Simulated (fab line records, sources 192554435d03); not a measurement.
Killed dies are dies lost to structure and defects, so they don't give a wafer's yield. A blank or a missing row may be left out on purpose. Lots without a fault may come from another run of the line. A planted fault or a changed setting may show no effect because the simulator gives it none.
Which tool did it? | flow n5_finfet | 24 lots, 72 wafers sampled, at 6 steps of a route of 1938

WHAT THE GAUGES READ, wafer by wafer
N5_BEOL_M9_THK_MEAS_53: measures by xrf.
lot  | measured     | on            | M9_THK (nm)
L074 | day 9 13:42  | film_metro-01 | 136.4 135.6 137.8
L075 | day 10 18:02 | film_metro-01 | 142.6 140.4 140.6
L076 | day 11 03:47 | film_metro-02 | 137.0 139.4 137.6
L077 | day 11 04:03 | film_metro-01 | 135.9 144.1 143.3
L078 | day 11 10:31 | film_metro-02 | 136.4 135.2 133.9
L079 | day 12 05:50 | film_metro-02 | 140.7 142.5 138.0
L080 | day 12 05:17 | film_metro-01 | 140.8 142.9 138.8
L082 | day 12 06:13 | film_metro-01 | 137.6 139.4 136.6
L085 | day 12 11:46 | film_metro-02 | 139.2 140.9 142.4
L081 | day 12 12:48 | film_metro-02 | 138.8 138.4 141.4
L083 | day 12 22:24 | film_metro-02 | 138.2 137.5 138.3
L084 | day 13 00:03 | film_metro-01 | 133.9 140.1 139.2
L087 | day 13 08:40 | film_metro-01 | 140.2 137.8 136.7
L088 | day 13 09:08 | film_metro-01 | 141.7 138.1 136.6
L086 | day 13 09:15 | film_metro-02 | 136.7 137.8 137.6
L089 | day 13 21:16 | film_metro-01 | 139.9 141.3 139.2
L090 | day 14 13:27 | film_metro-02 | 138.9 137.8 138.6
L093 | day 14 19:44 | film_metro-01 | 135.7 134.9 133.8
L091 | day 14 18:32 | film_metro-02 | 137.2 139.0 141.5
L092 | day 15 08:07 | film_metro-01 | 137.6 139.0 139.8
L094 | day 15 10:35 | film_metro-01 | 139.6 138.5 144.9
L095 | day 16 09:23 | film_metro-01 | 137.6 143.9 137.6
L097 | day 16 17:43 | film_metro-02 | 137.0 137.0 138.0
L096 | day 16 15:56 | film_metro-01 | 141.7 139.2 142.4

N5_BEOL_M9_INSPECT_58: inspects for defects (darkfield).
lot  | measured     | on                | raw_defect_count
L074 | day 9 13:52  | defect_inspect-02 | 59 70 55
L075 | day 10 18:11 | defect_inspect-01 | 62 53 86
L076 | day 11 03:57 | defect_inspect-02 | 96 60 79
L077 | day 11 04:13 | defect_inspect-02 | 93 124 74
L078 | day 11 10:41 | defect_inspect-01 | 42 63 49
L079 | day 12 06:00 | defect_inspect-01 | 89 106 73
L080 | day 12 05:27 | defect_inspect-01 | 113 72 59
L082 | day 12 06:24 | defect_inspect-02 | 63 111 103
L085 | day 12 11:56 | defect_inspect-02 | 61 70 40
L081 | day 12 12:59 | defect_inspect-01 | 76 85 104
L083 | day 12 22:34 | defect_inspect-02 | 82 59 77
L084 | day 13 00:13 | defect_inspect-01 | 58 60 68
L087 | day 13 08:50 | defect_inspect-01 | 49 50 48
L088 | day 13 09:18 | defect_inspect-02 | 60 30 73
L086 | day 13 09:25 | defect_inspect-01 | 35 41 75
L089 | day 13 21:25 | defect_inspect-02 | 94 58 99
L090 | day 14 13:37 | defect_inspect-01 | 102 76 94
L093 | day 14 19:54 | defect_inspect-01 | 79 83 66
L091 | day 14 18:41 | defect_inspect-02 | 129 49 110
L092 | day 15 08:19 | defect_inspect-02 | 61 101 40
L094 | day 15 10:45 | defect_inspect-01 | 41 36 30
L095 | day 16 09:33 | defect_inspect-02 | 101 53 49
L097 | day 16 17:53 | defect_inspect-02 | 96 103 67
L096 | day 16 16:05 | defect_inspect-02 | 98 83 33

N5_BEOL_M10_INSPECT_13: inspects for defects (brightfield).
lot  | measured     | on                | raw_defect_count
L074 | day 9 16:28  | defect_inspect-02 | 417 506 340
L075 | day 10 22:40 | defect_inspect-01 | 322 562 455
L076 | day 11 06:25 | defect_inspect-01 | 425 484 520
L077 | day 11 06:36 | defect_inspect-01 | 373 372 352
L078 | day 11 12:52 | defect_inspect-02 | 327 536 364
L079 | day 12 07:41 | defect_inspect-02 | 383 416 402
L080 | day 12 07:27 | defect_inspect-01 | 447 448 390
L082 | day 12 08:44 | defect_inspect-01 | 329 365 320
L085 | day 12 14:39 | defect_inspect-01 | 398 482 372
L081 | day 12 15:38 | defect_inspect-02 | 467 378 508
L083 | day 12 23:43 | defect_inspect-01 | 448 461 292
L084 | day 13 04:33 | defect_inspect-01 | 291 329 371
L087 | day 13 10:33 | defect_inspect-01 | 442 353 397
L088 | day 13 12:17 | defect_inspect-01 | 418 378 450
L086 | day 13 12:29 | defect_inspect-01 | 359 498 414
L089 | day 14 00:22 | defect_inspect-01 | 468 313 473
L090 | day 14 17:23 | defect_inspect-01 | 398 311 299
L093 | day 15 00:06 | defect_inspect-01 | 501 493 562
L091 | day 14 23:46 | defect_inspect-02 | 560 278 424
L092 | day 15 12:16 | defect_inspect-02 | 388 490 371
L094 | day 15 12:32 | defect_inspect-02 | 231 314 345
L095 | day 16 11:31 | defect_inspect-01 | 321 283 367
L097 | day 16 20:20 | defect_inspect-01 | 288 314 205
L096 | day 16 20:01 | defect_inspect-02 | 491 446 387

WHICH TOOL RAN EACH LOT (tool, then ch and the chambers of the sampled wafers, then the start)
lot  | N5_BEOL_M9_ETCH_62                 | N5_BEOL_M9_TRENCH_ETCH_37                     | N5_BEOL_M10_HM_DEP_02
L074 | rie_diel-04 ch 0,2, day 9 07:27    | rie_diel-04 ch 1,3, day 9 13:42 or earlier    | pvd_sputter-03, day 9 15:49
L075 | rie_diel-04 ch 0,2,3, day 10 13:01 | rie_diel-02 ch 1,2, day 10 18:02 or earlier   | pvd_sputter-02, day 10 22:05
L076 | rie_diel-04 ch 0,3, day 10 22:47   | rie_diel-03 ch 0,3, day 11 03:47 or earlier   | pvd_sputter-03, day 11 05:52
L077 | rie_diel-04 ch 0,2,3, day 10 23:02 | rie_diel-02 ch 0,3, day 11 04:03 or earlier   | pvd_sputter-01, day 11 06:03
L078 | rie_diel-04 ch 0,2, day 11 05:02   | rie_diel-04 ch 0,3, day 11 10:31 or earlier   | pvd_sputter-03, day 11 12:17
L079 | rie_diel-03 ch 0,1,3, day 11 21:04 | rie_diel-03 ch 0,1,3, day 12 05:50 or earlier | pvd_sputter-01, day 12 07:16
L080 | rie_diel-03 ch 2,3, day 11 21:19   | rie_diel-02 ch 0,1,2, day 12 05:17 or earlier | pvd_sputter-01, day 12 07:01
L082 | rie_diel-03 ch 0,1, day 12 00:37   | rie_diel-04 ch 0,1, day 12 06:13 or earlier   | pvd_sputter-01, day 12 08:18
L085 | rie_diel-03 ch 0,1, day 12 05:40   | rie_diel-02 ch 1,2,3, day 12 11:46 or earlier | pvd_sputter-01, day 12 14:06
L081 | rie_diel-03 ch 0,1,2, day 12 07:25 | rie_diel-03 ch 1,2,3, day 12 12:48 or earlier | pvd_sputter-02, day 12 15:05
L083 | rie_diel-02 ch 2,3, day 12 16:23   | rie_diel-03 ch 0,2,3, day 12 22:24 or earlier | pvd_sputter-01, day 12 23:18
L084 | rie_diel-02 ch 0,1,3, day 12 19:56 | rie_diel-04 ch 1,2,3, day 13 00:03 or earlier | pvd_sputter-02, day 13 04:07
L087 | rie_diel-03 ch 0,2, day 13 04:24   | rie_diel-02 ch 0,1,2, day 13 08:40 or earlier | pvd_sputter-02, day 13 10:00
L088 | rie_diel-03 ch 1,2, day 13 04:39   | rie_diel-03 ch 1,2,3, day 13 09:08 or earlier | pvd_sputter-03, day 13 11:52
L086 | rie_diel-04 ch 1,2,3, day 13 05:08 | rie_diel-04 ch 1,2, day 13 09:15 or earlier   | pvd_sputter-03, day 13 12:02
L089 | rie_diel-02 ch 1,2,3, day 13 16:53 | rie_diel-02 ch 1,2,3, day 13 21:16 or earlier | pvd_sputter-03, day 13 23:56
L090 | rie_diel-03 ch 1,3, day 14 07:35   | rie_diel-02 ch 0,3, day 14 13:27 or earlier   | pvd_sputter-03, day 14 16:50
L093 | rie_diel-03 ch 0,1,3, day 14 12:28 | rie_diel-04 ch 1,2,3, day 14 19:44 or earlier | pvd_sputter-02, day 14 23:41
L091 | rie_diel-04 ch 1,2,3, day 14 12:28 | rie_diel-02 ch 0,1, day 14 18:32 or earlier   | pvd_sputter-02, day 14 23:13
L092 | rie_diel-03 ch 0,1,2, day 15 00:17 | rie_diel-02 ch 1,3, day 15 08:07 or earlier   | pvd_sputter-01, day 15 11:42
L094 | rie_diel-04 ch 0,1, day 15 05:34   | rie_diel-02 ch 0,2,3, day 15 10:35 or earlier | pvd_sputter-01, day 15 12:07
L095 | rie_diel-04 ch 0,2, day 16 04:53   | rie_diel-04 ch 0,3, day 16 09:23 or earlier   | pvd_sputter-02, day 16 10:58
L097 | rie_diel-04 ch 0,1, day 16 08:22   | rie_diel-02 ch 0,1, day 16 17:43 or earlier   | pvd_sputter-01, day 16 19:40
L096 | rie_diel-03 ch 0,1, day 16 08:22   | rie_diel-03 ch 1,2, day 16 15:56 or earlier   | pvd_sputter-01, day 16 19:22
- N5_BEOL_M9_ETCH_62: etches SOC in N2/H2, target depth 110 nm, overetch 22 nm, time 165 s.
- N5_BEOL_M9_TRENCH_ETCH_37: etches SiCOH lowk in C4F6/O2, target depth 151.43 nm, time 49 s.
- N5_BEOL_M10_HM_DEP_02: deposits TiN, target thk 20 nm.

WHAT THE TOOLS THEMSELVES READ (means of the sampled wafers that have a number; where no wafer has one, the mark that the record gives instead)
N5_BEOL_M9_ETCH_62.
lot  | tool        | drypump_motor_current_A (A) | oes_product_au (a.u.) | rf_vpp_V (V) | showerhead_plenum_p_Torr (Torr) | throttle_valve_pct (%)
L074 | rie_diel-04 | 5.7                         | 0.61                  | 521.4        | 2.49                            | 17.85
L075 | rie_diel-04 | 5.9                         | 0.64                  | 523.3        | 2.54                            | 17.92
L076 | rie_diel-04 | 5.8                         | 0.63                  | 522.9        | 2.50                            | 18.07
L077 | rie_diel-04 | 5.9                         | 0.64                  | 523.9        | 2.54                            | 17.93
L078 | rie_diel-04 | 5.6                         | 0.60                  | 521.3        | 2.44                            | 18.02
L079 | rie_diel-03 | 5.7                         | 0.64                  | 524.5        | 2.54                            | 17.72
L080 | rie_diel-03 | 5.7                         | 0.61                  | 524.1        | 2.57                            | 17.92
L082 | rie_diel-03 | 5.8                         | 0.67                  | 523.0        | 2.51                            | 17.63
L085 | rie_diel-03 | 5.8                         | 0.66                  | 522.5        | 2.51                            | 17.64
L081 | rie_diel-03 | 5.9                         | 0.65                  | 522.2        | 2.48                            | 17.76
L083 | rie_diel-02 | 5.2                         | 0.61                  | 520.9        | 2.45                            | 18.18
L084 | rie_diel-02 | 5.7                         | 0.72                  | 523.3        | 2.50                            | 17.79
L087 | rie_diel-03 | 6.0                         | 0.65                  | 521.1        | 2.44                            | 17.90
L088 | rie_diel-03 | 5.9                         | 0.63                  | 522.3        | 2.46                            | 17.90
L086 | rie_diel-04 | 5.8                         | 0.70                  | 525.5        | 2.60                            | 17.79
L089 | rie_diel-02 | 5.7                         | 0.66                  | 521.7        | 2.47                            | 17.94
L090 | rie_diel-03 | 5.6                         | 0.61                  | 524.7        | 2.56                            | 17.74
L093 | rie_diel-03 | 5.7                         | 0.63                  | 522.6        | 2.53                            | 17.76
L091 | rie_diel-04 | 5.8                         | 0.68                  | 526.0        | 2.60                            | 17.80
L092 | rie_diel-03 | 5.9                         | 0.64                  | 521.9        | 2.47                            | 17.80
L094 | rie_diel-04 | 5.3                         | 0.79                  | 526.8        | 2.64                            | 17.69
L095 | rie_diel-04 | 5.7                         | 0.66                  | 524.8        | 2.57                            | 17.79
L097 | rie_diel-04 | 5.4                         | 0.78                  | 527.6        | 2.67                            | 17.73
L096 | rie_diel-03 | 5.8                         | 0.65                  | 521.9        | 2.47                            | 17.69

N5_BEOL_M9_TRENCH_ETCH_37.
lot  | tool        | drypump_motor_current_A (A) | oes_product_au (a.u.) | rf_vpp_V (V) | showerhead_plenum_p_Torr (Torr) | throttle_valve_pct (%)
L074 | rie_diel-04 | 5.9                         | 0.78                  | 663          | 2.99                            | 21.09
L075 | rie_diel-02 | 6.0                         | 0.83                  | 665          | 2.85                            | 21.11
L076 | rie_diel-03 | 5.6                         | 0.74                  | 666          | 2.88                            | 20.87
L077 | rie_diel-02 | 5.2                         | 0.79                  | 666          | 2.76                            | 21.03
L078 | rie_diel-04 | 5.8                         | 0.74                  | 655          | 2.81                            | 21.17
L079 | rie_diel-03 | 5.7                         | 0.76                  | 675          | 2.85                            | 20.85
L080 | rie_diel-02 | 6.0                         | 0.86                  | 666          | 2.86                            | 20.92
L082 | rie_diel-04 | 5.4                         | 0.78                  | 662          | 2.79                            | 21.08
L085 | rie_diel-02 | 5.7                         | 0.80                  | 664          | 2.79                            | 21.11
L081 | rie_diel-03 | 5.7                         | 0.73                  | 668          | 2.83                            | 20.93
L083 | rie_diel-03 | 5.8                         | 0.75                  | 670          | 2.80                            | 20.90
L084 | rie_diel-04 | 5.8                         | 0.82                  | 661          | 2.93                            | 20.96
L087 | rie_diel-02 | 6.0                         | 0.86                  | 665          | 2.86                            | 20.93
L088 | rie_diel-03 | 5.7                         | 0.73                  | 667          | 2.83                            | 20.93
L086 | rie_diel-04 | 5.6                         | 0.78                  | 659          | 2.86                            | 20.95
L089 | rie_diel-02 | 5.7                         | 0.79                  | 663          | 2.78                            | 21.13
L090 | rie_diel-02 | 5.2                         | 0.76                  | 665          | 2.75                            | 21.08
L093 | rie_diel-04 | 5.8                         | 0.79                  | 660          | 2.92                            | 20.98
L091 | rie_diel-02 | 5.9                         | 0.88                  | 665          | 2.86                            | 20.74
L092 | rie_diel-02 | 5.4                         | 0.96                  | 668          | 2.94                            | 20.84
L094 | rie_diel-02 | 5.5                         | 0.86                  | 670          | 2.92                            | 20.97
L095 | rie_diel-04 | 6.0                         | 0.84                  | 658          | 3.01                            | 21.02
L097 | rie_diel-02 | 5.9                         | 0.86                  | 665          | 2.86                            | 20.77
L096 | rie_diel-03 | 5.8                         | 0.73                  | 676          | 2.79                            | 20.94

N5_BEOL_M10_HM_DEP_02.
lot  | tool           | throttle_valve_pct (%)
L074 | pvd_sputter-03 | 30.3
L075 | pvd_sputter-02 | 29.2
L076 | pvd_sputter-03 | 30.0
L077 | pvd_sputter-01 | 31.3
L078 | pvd_sputter-03 | 30.4
L079 | pvd_sputter-01 | 30.5
L080 | pvd_sputter-01 | 29.8
L082 | pvd_sputter-01 | 31.3
L085 | pvd_sputter-01 | 30.9
L081 | pvd_sputter-02 | 30.9
L083 | pvd_sputter-01 | 30.8
L084 | pvd_sputter-02 | 30.0
L087 | pvd_sputter-02 | 29.7
L088 | pvd_sputter-03 | 30.0
L086 | pvd_sputter-03 | 30.2
L089 | pvd_sputter-03 | 30.3
L090 | pvd_sputter-03 | 30.5
L093 | pvd_sputter-02 | 30.8
L091 | pvd_sputter-02 | 29.5
L092 | pvd_sputter-01 | 31.0
L094 | pvd_sputter-01 | 30.6
L095 | pvd_sputter-02 | 29.7
L097 | pvd_sputter-01 | 30.7
L096 | pvd_sputter-01 | 30.5

THE ANSWER, worked out from the rows above alone
Rule: what is usual is taken from the lots themselves. Put in order of their means at a reading, lots are off if they are a third of the lots or fewer, leave a main group of 4 or more, and stand apart from it by a gap of 3 or more times the standard deviation of the main group's means; of several such gaps the widest counts. A main group whose means are all the same, to the digits that the tables above print for the reading, isn't used. A lot without any number at a reading at which 4 lots or more have one is off too. The other lots that the step has rows for count as sound. The gauges are gone through in route order, then the tools' own readings, and for those a lot's mean is taken as printed above. The first step at which some lot is off is used, and at that step the reading that is off furthest; a lot without a number counts as furthest.
No lot is off at any reading shown: from this, nothing can be told.

WHAT THE SIMULATOR HAD PUT IN
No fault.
